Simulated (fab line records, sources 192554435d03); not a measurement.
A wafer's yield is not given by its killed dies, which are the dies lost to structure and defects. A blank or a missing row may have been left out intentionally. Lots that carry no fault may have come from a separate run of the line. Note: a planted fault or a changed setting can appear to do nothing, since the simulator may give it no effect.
fab line records -- flow n5-finfet -- part 2 of 2: steps 24 to 29 of 29
[record] lots = 5, wafers = 15, last-day = 17
route steps=1938 shown BEOL_M8@1395 BEOL_M9@1401
lots untouched by any fault: they come from a run of this same line in which no faults occurred
start-h: the number of hours between the record's first day and the start of the first shown wafer of the lot -- wait-h: hours from the lot's prior step to this one -- " as in the row above -- L1.1+2: one row covering several wafers at once -- - value missing, or start not given -- * or withheld: withheld -- < > ~ a bound
route shown NAME@n: names a module that has steps shown in the file, with the first one's number in the route -- usual: mean/standard deviation taken from wafers without a fault -- same: alike in all rows -- chamber/n: place in a boat -- sites: each site's reading -- _std_site: their standard deviation -- _edge_site: outer sites' mean less inner sites' -- radius-mm: for every site, how far away it sits from the centre of the wafer -- mask NAME#n: copy n -- behind: the last tool/chamber to shape the wafer -- hold: why the lot went on hold/how many hours it stayed there/how the hold came to an end -- device: the n, p or np transistor that did not switch -- end of line: tests run on the same wafers once the route is complete -- a step without rows: its recipe alone -- killed: dies that structure and defects cost at the first sort, which is not the same as the wafer's yield -- map: the dies of a wafer, with x for killed, . for not killed, _ for no die there
set.NAME: setting as actually run; set.NAME@STEP: the setting as run at that earlier step -- model.NAME: the simulator's own value behind a step, which no gauge read
a table for each step, a row for each wafer; lots at some steps of the route
services: the hour from which a tool's chamber was out of use, counted from the record's first day as start-h (under 0 if before that day), plus the number of hours and why
[[steps]]
[step N5_BEOL_M9_ETCH_61]
[recipe] chemistry = CF4, target = SiARC, target-depth-a = 390, mask-material = CAR-ArF, time-s = 65, ion-energy-ev = 80, pressure-mtorr = 40, source-w = 545, bias-w = 36, Ar_flow_sccm = 100, cf4-flow-sccm = 100, ends = cleared
[usual] drypump-motor-current-A = 6.0/0.43, etch-rf-on-time-s = 65.5/2.5, mfc-ar-sccm = 100.0/0.34, oes-product-au = 0.68/0.078, rf-vpp-V = 184.0/1.1, showerhead-plenum-p-Torr = 2.13/0.064, throttle-valve-pct = 15.59/0.22
lot.wafer,tool,chamber,start-h,wait-h,drypump-motor-current-A,etch-rf-on-time-s,mfc-ar-sccm,oes-product-au,rf-hours-counter-h,rf-vpp-V,showerhead-plenum-p-Torr,throttle-valve-pct
L077.1,rie-diel-03,3,224.67,0.0,6.5,63.7,99.7,0.60,217,185.7,2.21,15.76
L077.3,rie-diel-03,2,224.67,0.0,6.5,63.9,100.3,0.61,231,183.5,2.10,15.68
L077.4,rie-diel-03,1,224.67,0.0,5.8,68.3,100.9,0.78,19,184.1,2.09,15.31
L076.1,rie-diel-03,1,239.07,0.0,5.8,68.0,99.9,0.77,24,182.4,2.09,15.33
L076.5,rie-diel-03,1,239.07,0.0,5.8,68.7,99.9,0.76,-,183.5,2.09,15.32
L076.6,rie-diel-03,2,239.07,0.0,6.6,63.1,99.9,0.62,-,184.4,2.10,15.66
L079.1,rie-diel-03,0,246.40,0.0,5.2,65.9,99.3,0.66,129,184.1,2.14,15.54
L079.2,rie-diel-03,1,246.40,0.0,5.8,67.5,100.3,0.76,26,183.5,2.09,15.33
L079.5,rie-diel-03,0,246.40,0.0,5.2,66.3,99.5,0.66,-,184.9,2.14,15.56
L082.1,rie-diel-01,1,272.36,0.0,6.1,67.8,100.1,0.73,53,183.1,2.10,15.70
L082.2,rie-diel-01,0,272.36,0.0,6.2,65.9,99.3,0.75,33,184.4,2.18,15.35
L082.5,rie-diel-01,1,272.36,0.0,6.1,67.2,99.6,0.73,-,182.9,2.10,15.68
L091.3,rie-diel-02,0,341.12,0.0,6.7,64.7,100.1,0.70,100,183.4,2.17,15.33
L091.5,rie-diel-02,2,341.12,0.0,5.7,58.9,100.3,0.81,-,185.6,2.28,15.71
L091.6,rie-diel-02,3,341.12,0.0,5.8,67.9,99.8,0.59,-,182.2,2.04,15.57
[step N5_BEOL_M9_ETCH_62]
[recipe] chemistry = N2/H2, target = SOC, target-depth-a = 1100, overetch-a = 220, mask-material = SiARC, temp-c = 40, time-s = 165, ion-energy-ev = 200, pressure-mtorr = 30, source-w = 840, bias-w = 150, n2-flow-sccm = 200, h2-flow-sccm = 200
[usual] drypump-motor-current-A = 6.0/0.43, oes-product-au = 0.68/0.071, rf-vpp-V = 523.5/2.4, showerhead-plenum-p-Torr = 2.52/0.077, throttle-valve-pct = 17.74/0.22
lot.wafer,tool,chamber,start-h,wait-h,drypump-motor-current-A,oes-product-au,rf-hours-counter-h,rf-vpp-V,showerhead-plenum-p-Torr,throttle-valve-pct
L077.1,rie-diel-03,3,224.72,0.0,6.5,0.60,217,526.8,2.61,17.89
L077.3,rie-diel-03,2,224.72,0.0,6.6,0.61,231,524.7,2.50,17.92
L077.4,rie-diel-03,1,224.72,0.0,5.8,0.78,19,523.1,2.49,17.51
L076.1,rie-diel-03,1,239.12,0.0,5.9,0.77,24,522.7,2.49,17.51
L076.5,rie-diel-03,1,239.12,0.0,5.9,0.77,-,521.4,2.49,17.51
L076.6,rie-diel-03,2,239.12,0.0,6.6,0.60,-,523.8,2.50,17.91
L079.1,rie-diel-03,0,246.45,0.0,5.2,0.68,129,525.3,2.54,17.65
L079.2,rie-diel-03,1,246.45,0.0,5.8,0.78,26,521.8,2.49,17.51
L079.5,rie-diel-03,0,246.45,0.0,5.2,0.66,-,523.9,2.54,17.66
L082.1,rie-diel-01,1,272.41,0.0,6.1,0.74,53,521.7,2.48,17.81
L082.2,rie-diel-01,0,272.41,0.0,6.2,0.75,33,525.8,2.56,17.35
L082.5,rie-diel-01,1,272.41,0.0,6.1,0.74,-,522.9,2.48,17.82
L091.3,rie-diel-02,0,341.17,0.0,6.6,0.69,100,525.3,2.56,17.39
L091.5,rie-diel-02,2,341.17,0.0,5.7,0.76,-,529.4,2.70,17.92
L091.6,rie-diel-02,3,341.17,0.0,5.8,0.60,-,520.2,2.41,17.79
[step N5_BEOL_M9_STRIP_68]
[recipe] chemistry = N2/H2, temp-c = 40, n2-flow-sccm = 200, h2-flow-sccm = 200, rf-frequency-hz = 6e+07
lot.wafer,tool,chamber,start-h,wait-h
L077.1+3+4,rie-diel-03,"3,2,1",224.86,0.1
L076.1+5+6,rie-diel-03,"1,1,2",239.26,0.1
L079.1+2+5,rie-diel-03,"0,1,0",246.58,0.1
L082.1+2+5,rie-diel-01,"1,0,1",272.54,0.1
L091.3+5+6,rie-diel-02,"0,2,3",341.30,0.1
[step N5_BEOL_M9_STRIP_67]
[recipe] chemistry = CF4, resist = SiARC, power-w = 300, bias-power-w = 75, pressure-mtorr = 50, cf4-flow-sccm = 150, rf-frequency-hz = 6e+07
[usual] drypump-motor-current-A = 6.0/0.43, oes-product-au = 0.80/0.084, rf-vpp-V = 271.0/1.4, showerhead-plenum-p-Torr = 1.79/0.056, throttle-valve-pct = 13.59/0.23
lot.wafer,tool,chamber,start-h,wait-h,drypump-motor-current-A,oes-product-au,rf-hours-counter-h,rf-vpp-V,showerhead-plenum-p-Torr,throttle-valve-pct
L077.1,rie-diel-03,3,224.87,0.0,6.4,0.70,218,273.8,1.87,13.83
L077.3,rie-diel-03,2,224.87,0.0,6.6,0.71,231,271.9,1.77,13.75
L077.4,rie-diel-03,1,224.87,0.0,5.8,0.93,19,270.5,1.74,13.26
L076.1,rie-diel-03,1,239.27,0.0,5.8,0.92,24,270.2,1.74,13.27
L076.5,rie-diel-03,1,239.27,0.0,5.8,0.92,-,270.5,1.74,13.29
L076.6,rie-diel-03,2,239.27,0.0,6.5,0.71,-,271.2,1.77,13.76
L079.1,rie-diel-03,0,246.59,0.0,5.3,0.79,129,271.8,1.81,13.59
L079.2,rie-diel-03,1,246.59,0.0,5.8,0.92,26,270.4,1.74,13.28
L079.5,rie-diel-03,0,246.59,0.0,5.3,0.79,-,270.9,1.81,13.58
L082.1,rie-diel-01,1,272.55,0.0,6.1,0.86,53,269.8,1.77,13.65
L082.2,rie-diel-01,0,272.55,0.0,6.2,0.89,33,272.6,1.82,13.31
L082.5,rie-diel-01,1,272.55,0.0,6.1,0.87,-,269.9,1.77,13.65
L091.3,rie-diel-02,0,341.31,0.0,6.7,0.81,100,271.7,1.82,13.33
L091.5,rie-diel-02,2,341.31,0.0,5.8,0.89,-,272.9,1.92,13.68
L091.6,rie-diel-02,3,341.31,0.0,5.8,0.71,-,268.8,1.72,13.63
[step N5_BEOL_M9_HM_OPEN_17]
[recipe] chemistry = Cl2/BCl3, target-depth-a = 200, overetch-a = 60, target = TiN, mask-material = SOC, ion-energy-ev = 150, pressure-mtorr = 10, icp-w = 1000, bias-w = 126, Cl2_flow_sccm = 53.25, bcl3-flow-sccm = 21.75, Ar_flow_sccm = 25
[usual] drypump-motor-current-A = 5.63/0.26, mfc-ar-sccm = 24.99/0.068, oes-product-au = 0.73/0.068, throttle-valve-pct = 22.39/0.23
lot.wafer,tool,chamber,start-h,wait-h,drypump-motor-current-A,mfc-ar-sccm,oes-product-au,rf-hours-counter-h,throttle-valve-pct
L077.1,rie-metal-03,0,224.91,0.0,6.00,24.91,0.53,122,22.59
L077.3,rie-metal-03,0,224.91,0.0,5.97,24.99,0.53,-,22.58
L077.4,rie-metal-03,1,224.91,0.0,5.45,25.08,0.65,-,22.28
L076.1,rie-metal-01,1,239.31,0.0,5.86,24.87,0.78,8,22.78
L076.5,rie-metal-01,1,239.31,0.0,5.86,25.06,0.79,-,22.76
L076.6,rie-metal-01,0,239.31,0.0,5.40,24.97,0.72,-,22.47
L079.1,rie-metal-01,0,246.63,0.0,5.39,24.97,0.73,17,22.47
L079.2,rie-metal-01,1,246.63,0.0,5.85,25.11,0.78,8,22.76
L079.5,rie-metal-01,0,246.63,0.0,5.39,24.94,0.73,-,22.45
L082.1,rie-metal-03,0,272.59,0.0,5.97,24.92,0.85,0,22.29
L082.2,rie-metal-03,1,272.59,0.0,5.49,24.88,0.61,54,22.32
L082.5,rie-metal-03,0,272.59,0.0,5.99,24.90,0.85,-,22.29
L091.3,rie-metal-02,1,341.38,0.1,5.81,24.98,0.73,-,22.33
L091.5,rie-metal-02,0,341.38,0.1,5.30,25.11,0.75,-,22.03
L091.6,rie-metal-02,1,341.38,0.1,5.81,24.94,0.71,-,22.37
[step N5_BEOL_M9_STRIP_19]
[recipe] chemistry = O2, power-w = 400, temp-c = 40, pressure-mtorr = 30, rf-frequency-hz = 6e+07, bias-power-w = 0, overash-fraction = 0.2, o2-flow-sccm = 225
[usual] drypump-motor-current-A = 6.0/0.38, o2-flow-sccm = 224.9/0.73, oes-product-au = 0.79/0.097, rf-vpp-V = 3.7/0.64, showerhead-plenum-p-Torr = 2.09/0.063, throttle-valve-pct = 16.65/0.25
lot.wafer,tool,chamber,start-h,wait-h,drypump-motor-current-A,o2-flow-sccm,oes-product-au,rf-hours-counter-h,rf-vpp-V,showerhead-plenum-p-Torr,throttle-valve-pct
L077.1,rie-diel-02,3,225.03,0.1,5.8,224.9,0.73,194,2.8,1.98,16.44
L077.3,rie-diel-02,2,225.03,0.1,5.7,225.9,1.02,1,4.4,2.21,16.53
L077.4,rie-diel-02,1,225.03,0.1,5.7,224.4,0.73,172,2.8,2.02,17.15
L076.1,rie-diel-01,1,239.43,0.1,6.1,224.3,0.89,43,3.6,2.06,16.75
L076.5,rie-diel-01,3,239.43,0.1,5.9,225.6,0.71,-,3.6,2.06,16.70
L076.6,rie-diel-01,2,239.43,0.1,6.0,225.2,0.71,-,4.1,2.16,16.84
L079.1,rie-diel-02,2,246.74,0.1,5.7,226.0,0.98,6,3.5,2.21,16.55
L079.2,rie-diel-02,0,246.74,0.1,6.6,225.4,0.86,70,3.0,2.14,16.37
L079.5,rie-diel-02,3,246.74,0.1,5.8,224.8,0.73,-,3.8,1.98,16.46
L082.1,rie-diel-01,1,272.72,0.1,6.1,225.2,0.88,53,3.7,2.05,16.77
L082.2,rie-diel-01,0,272.72,0.1,6.2,225.0,0.89,33,3.3,2.10,16.21
L082.5,rie-diel-01,3,272.72,0.1,5.9,225.8,0.71,-,4.6,2.05,16.69
L091.3,rie-diel-01,3,341.48,0.1,5.9,225.4,0.69,239,3.4,2.05,16.73
L091.5,rie-diel-01,3,341.48,0.1,5.9,225.6,0.69,-,4.3,2.05,16.73
L091.6,rie-diel-01,0,341.48,0.1,6.2,225.1,0.87,-,5.1,2.09,16.24
[[services]]
tool,chamber,start-h,hours,kind
rie-diel-01,1,203.57,9.8,repair
pecvd-04,1,210.67,3.4,repair
arfi-scanner-02,-,225.28,4.9,pm
pecvd-03,0,243.03,4.9,repair
pecvd-01,2,245.23,12.9,repair
rie-diel-01,3,254.41,9.7,repair
rie-diel-02,3,255.88,9.2,repair
arfi-scanner-02,-,265.91,2.5,repair
rie-diel-03,3,274.13,5.8,repair
rie-diel-01,3,275.10,4.1,repair
arfi-scanner-02,-,276.96,1.0,pm
cmp-01,-,278.70,4.0,pm
cmp-01,-,284.29,0.9,repair
arfi-scanner-02,-,285.31,1.3,pm
arfi-scanner-02,-,286.61,0.8,pm
rie-metal-03,-,295.92,14.6,pm
pecvd-01,1,303.86,4.9,repair
uv-cure-02,-,306.34,2.1,pm
rie-diel-03,0,311.45,3.0,repair
cmp-02,-,320.10,1.7,repair
cmp-02,-,323.33,4.0,pm
arfi-scanner-02,-,327.54,3.9,pm
cmp-02,-,332.21,2.9,repair
rie-diel-02,1,338.28,8.1,repair
